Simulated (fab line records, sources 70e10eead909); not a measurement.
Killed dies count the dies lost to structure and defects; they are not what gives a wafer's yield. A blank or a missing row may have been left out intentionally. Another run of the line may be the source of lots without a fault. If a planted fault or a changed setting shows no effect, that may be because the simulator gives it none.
Which tool is to blame? ; flow nand_harc ; 36 wafers from 12 lots sampled at 5 of the route's 1159 steps

== WHAT EACH GAUGE READ, for each wafer ==
NHARC_P_BONDPAD_CD_MEAS_09: the cd target is 500 nm.
lot;measured;on;cd_nm (nm)
L075;day 6 20:04;cd_sem-03;501.0 499.8 500.9
L077;day 7 04:04;cd_sem-03;502.1 502.0 503.1
L079;day 7 07:22;cd_sem-03;498.9 500.8 500.6
L081;day 8 05:27;cd_sem-03;501.0 500.0 498.8
L083;day 8 19:13;cd_sem-02;497.7 498.3 499.8
L085;day 9 06:26;cd_sem-03;500.2 500.2 500.5
L086;day 9 17:25;cd_sem-03;502.6 504.1 502.1
L089;day 10 11:47;cd_sem-01;501.2 498.9 499.9
L092;day 10 21:39;cd_sem-01;496.9 496.6 496.2
L094;day 11 12:41;cd_sem-01;499.7 499.4 499.5
L093;day 11 18:44;cd_sem-02;499.6 499.1 499.6
L097;day 12 03:59;cd_sem-03;497.4 496.8 497.8

== WHAT TOOL EACH LOT RAN ON (gives the tool, then ch and the chambers of the sampled wafers, and finally the start) ==
lot;NHARC_P_GATE_STRIP_113;NHARC_P_CONTACT_ALD_22;NHARC_P_M1_DEP_33;NHARC_P_M2_ETCH_35
L075;plasma_asher-02 ch 0,1, day 5 14:44;ald_metal-02 ch 0,1, day 5 21:25;pecvd-04 ch 0,2, day 6 14:24;rie_diel-10 ch 0,2,3, day 6 15:52
L077;plasma_asher-02 ch 0,1, day 6 02:48;ald_metal-03 ch 0,2, day 6 09:00;pecvd-01 ch 0,2, day 6 21:57;rie_diel-06 ch 0,1,2, day 6 23:37
L079;plasma_asher-01 ch 0,1, day 6 09:17;ald_metal-03 ch 0,1, day 6 15:36;pecvd-01 ch 1,2, day 7 01:25;rie_diel-10 ch 0,1,3, day 7 02:56
L081;plasma_asher-01 ch 0,1, day 7 05:35;ald_metal-02 ch 0,2,3, day 7 12:03;pecvd-02 ch 0,1,2, day 7 23:38;rie_diel-10 ch 0,2,3, day 8 01:10
L083;plasma_asher-01 ch 0,1, day 7 20:44;ald_metal-02 ch 1,2, day 8 03:03;pecvd-02 ch 1,2, day 8 12:16;rie_diel-03 ch 2,3, day 8 14:09
L085;plasma_asher-01 ch 0, day 8 03:19;ald_metal-01 ch 0,1,3, day 8 09:43;pecvd-04 ch 0,1, day 9 00:37;rie_diel-06 ch 2,3, day 9 02:10
L086;plasma_asher-01 ch 0,1, day 8 20:23;ald_metal-01 ch 0,1,3, day 9 02:34;pecvd-01 ch 0,2, day 9 11:37;rie_diel-06 ch 0,2,3, day 9 13:17
L089;plasma_asher-01 ch 0,1, day 9 05:07;ald_metal-03 ch 0,1,2, day 9 11:11;pecvd-02 ch 1,2, day 10 06:05;rie_diel-06 ch 1,2,3, day 10 07:37
L092;plasma_asher-01 ch 0, day 9 19:41;ald_metal-02 ch 1,2,3, day 10 02:23;pecvd-02 ch 0,1, day 10 15:44;rie_diel-06 ch 0,2, day 10 17:15
L094;plasma_asher-01 ch 0,1, day 10 14:07;ald_metal-02 ch 0,1,3, day 10 20:09;pecvd-04 ch 1,2, day 11 06:10;rie_diel-03 ch 0,1,2, day 11 07:52
L093;plasma_asher-01 ch 0,1, day 10 20:44;ald_metal-02 ch 0,1,2, day 11 02:50;pecvd-02 ch 0,1,2, day 11 12:13;rie_diel-06 ch 1,2,3, day 11 13:44
L097;plasma_asher-02 ch 0, day 11 04:42;ald_metal-02 ch 0,1,2, day 11 11:08;pecvd-02 ch 1,2, day 11 22:19;rie_diel-06 ch 1,2, day 11 23:52
- NHARC_P_GATE_STRIP_113: strips in N2/H2, time 740 s.
- NHARC_P_CONTACT_ALD_22: deposits TiN, target thk 3 nm, pulse time 1 s, ald cycles 150.
- NHARC_P_M1_DEP_33: deposits SiCN, target thk 30 nm.
- NHARC_P_M2_ETCH_35: etches the open film in N2/H2, target depth 40 nm, overetch 12 nm, time 43.94 s.

== THE ANSWER, worked out from the rows above alone ==
Rule: usual is defined by the lots themselves. The widest of any qualifying gaps counts: lots, ordered by their means at a reading, are off when they make up no more than a third of the lots, leave a main group of 4 or more, and stand apart from it by 3 or more times the standard deviation of that group's means. Not used: any main group whose means are identical at the precision the tables above print for the reading. A lot without any number at a reading at which 4 lots or more have one is off too. The other lots that the step has rows for count as sound.
Across all readings shown, no lot is off: no conclusion can be drawn from this.

== WHAT WAS PUT IN BY THE SIMULATOR ==
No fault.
